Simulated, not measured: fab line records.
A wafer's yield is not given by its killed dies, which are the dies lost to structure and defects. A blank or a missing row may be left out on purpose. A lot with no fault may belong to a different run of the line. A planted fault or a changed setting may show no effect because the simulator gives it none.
A lot that was struck, set against a sound lot / flow n5-finfet / 29 out of 1938 route steps
Sound: wafers L449.2, L449.3, L449.6. Wafers L456.1, L456.3, L456.5 were the ones struck. Last of all comes the cause.
For every step that has rows: the tool of each side, followed by ch and its chambers, followed by its first start. Under that, the readings that differ: sound wafers / struck wafers / difference of the means / sigmas: that difference in standard deviations of wafers without a fault.
alike: words and numbers the same on both sides, and readings whose means are apart by under 2 such deviations; not compared: readings that were withheld, readings missing a value for some wafer, numbers with overlapping values and no deviation given by the record, and bounds like >300 which may hide the same value.
A row with sigmas, a row that says differs or no value, or rows on one side alone: a step with any of these is where the two part. Numbers that have no deviation but don't overlap get no sigmas and don't part them. A reading that every wafer of one side lacks parts them only if that side has two wafers or more.

first, 5 steps without rows for these wafers: N5_BEOL_M9_ETCH_76 (etches underlayer in N2/H2, target depth 6.5 nm, time 5.2 s); N5_BEOL_M9_ETCH_65 (etches SiARC in CF4, target depth 15.6 nm, time 26 s); N5_BEOL_M9_ETCH_66 (etches SOC in N2/H2, target depth 80 nm, overetch 16 nm, time 120 s); N5_BEOL_M9_STRIP_69 (strips in N2/H2); N5_BEOL_M9_STRIP_77 (strips in N2/H2).
N5_BEOL_M9_VIA_ETCH_34: etches SiCOH lowk in C4F6/O2, target depth 182.4 nm, time 68.4 s.
  sound on rie-diel-01 ch 0,2,3, day 11 04:56; struck on rie-diel-01 ch 1,2,3, day 13 08:08
  alike: drypump-motor-current-A, oes-product-au, rf-vpp-V, showerhead-plenum-p-Torr, throttle-valve-pct
  not compared: rf-hours-counter-h
then, 2 steps without rows for these wafers: N5_BEOL_M9_STRIP_73 (strips in C4F6/O2); N5_BEOL_M9_STRIP_36 (strips in N2/H2).
N5_BEOL_M9_TRENCH_ETCH_37: etches SiCOH lowk in C4F6/O2, target depth 151.43 nm, time 49 s.
  sound: rie-diel-01 ch 0,2,3; struck: rie-diel-01 ch 1,2,3
  alike: drypump-motor-current-A, oes-product-au, rf-vpp-V, showerhead-plenum-p-Torr, throttle-valve-pct
  not compared: rf-hours-counter-h
N5_BEOL_M9_ETCH_41: etches SiCN in CH3F/O2, target depth 36.6 nm, time 70.1 s.
  sound: rie-diel-01 ch 0,2,3; struck: rie-diel-01 ch 1,2,3
  alike: drypump-motor-current-A, oes-product-au, rf-vpp-V, showerhead-plenum-p-Torr, throttle-valve-pct
  not compared: rf-hours-counter-h
N5_BEOL_M9_STRIP_80: strips in N2/H2, time 10 s.
  sound: rie-diel-01 ch 0,2,3; struck: rie-diel-01 ch 1,2,3
  alike: bias-power-w, chamber-pressure-mTorr, drypump-motor-current-A, h2-flow-sccm, oes-product-au, rf-vpp-V, showerhead-plenum-p-Torr, throttle-valve-pct
  not compared: rf-hours-counter-h
N5_BEOL_M9_OCD_MEAS_38:
  struck on ocd-02, day 13 08:25; sound on ocd-01, day 11 05:13
  alike: trench-depth-nm
N5_BEOL_M9_HM_STRIP_39: strips TiN in peroxide tin strip, target depth 25 nm, time 158 s.
  sound on wet-bench-02 ch 3,4,6, day 11 05:14; struck on wet-bench-05 ch 4,5,6, day 13 08:26
  no value came back on the struck wafers for bath-guard-temp-C (C), bath-heat-duty-pct (%); on the sound wafers bath-guard-temp-C (C) reads 50.6 49.2 50.0
reading=model.TiN_of_BEOL_M9_HM_DEP_02.thk-nm (nm); sound=0 0 0; struck=15.8 15.8 15.6; difference=+15.7; sigmas=
then, 1 step without rows for these wafers: N5_BEOL_M9_SRD_40 (time 30 s).
N5_BEOL_M9_PRECLEAN_42: cleans in residue remover, time 60 s.
  sound on wet-bench-02 ch 3,4,6, day 11 05:18; struck on wet-bench-05 ch 4,5,6, day 13 08:30
reading=model.TiN_of_BEOL_M9_HM_DEP_02.thk-nm (nm); sound=0 0 0; struck=4.8 4.8 4.6; difference=+4.7; sigmas=
then, 1 step without rows for these wafers: N5_BEOL_M9_SRD_43 (time 30 s).
N5_BEOL_M9_CD_MEAS_35: target cd 70 nm, target cd y 40 nm.
  struck on cd-sem-03, day 13 08:34; sound on cd-sem-03, day 11 05:22
  alike: cd-nm
then, 4 steps without rows for these wafers: N5_BEOL_M9_CURE_72 (cures SiCOH lowk, time 120 s); N5_BEOL_M9_DEGAS_44 (time 60 s); N5_BEOL_M9_PRE_CLEAN_45 (time 30 s); N5_BEOL_M9_ALD_74 (deposits TaN, target thk 2 nm, pulse time 2 s, purge time 3 s).
N5_BEOL_M9_SURFACE_TREAT_79:
  struck on pvd-sputter-03, day 13 09:35; sound on pvd-sputter-03, day 11 07:10
  not compared: pressure-mtorr, throttle-valve-pct
then, 4 steps without rows for these wafers: N5_BEOL_M9_CVD_78 (deposits Co from CCTBA/H2, target thk 2 nm, time 138.9 s); N5_BEOL_M9_SPUTTER_48 (material Cu, target thk 12 nm, time 2 s); N5_BEOL_M9_ECD_50 (material Cu, target thk 318 nm); N5_BEOL_M9_ANNEAL_51 (time 90 s).
N5_BEOL_M9_CMP_52: polishes, stops on SiCOH lowk, t overpolish 7 s, target thk 140 nm.
  sound on cmp-01 ch 0,3, day 11 08:05; struck on cmp-04 ch 0,3, day 13 10:43
reading=barrier-field-endpoint-s (s); sound=29.1 28.6 28.8; struck=35.4 34.5 35.6; difference=+6.3; sigmas=+9
  alike: clearing-platen-down-force-psi, edge-zone-pressure-frac, motor-current-A
N5_BEOL_M9_THK_MEAS_53: measures by xrf.
  struck on film-metro-02, day 13 11:01; sound on film-metro-01, day 11 08:20
  alike: M9_THK
next, for these wafers, 1 step has no rows: N5_PASSIVATION_PROBE_49.

== WHERE THEY PART ==
Last at N5_BEOL_M9_CMP_52 as far as this record goes, first at N5_BEOL_M9_HM_STRIP_39. Later steps at which nothing parts them and some readings are alike: N5_BEOL_M9_THK_MEAS_53.

WHY: what had been put in by the simulator
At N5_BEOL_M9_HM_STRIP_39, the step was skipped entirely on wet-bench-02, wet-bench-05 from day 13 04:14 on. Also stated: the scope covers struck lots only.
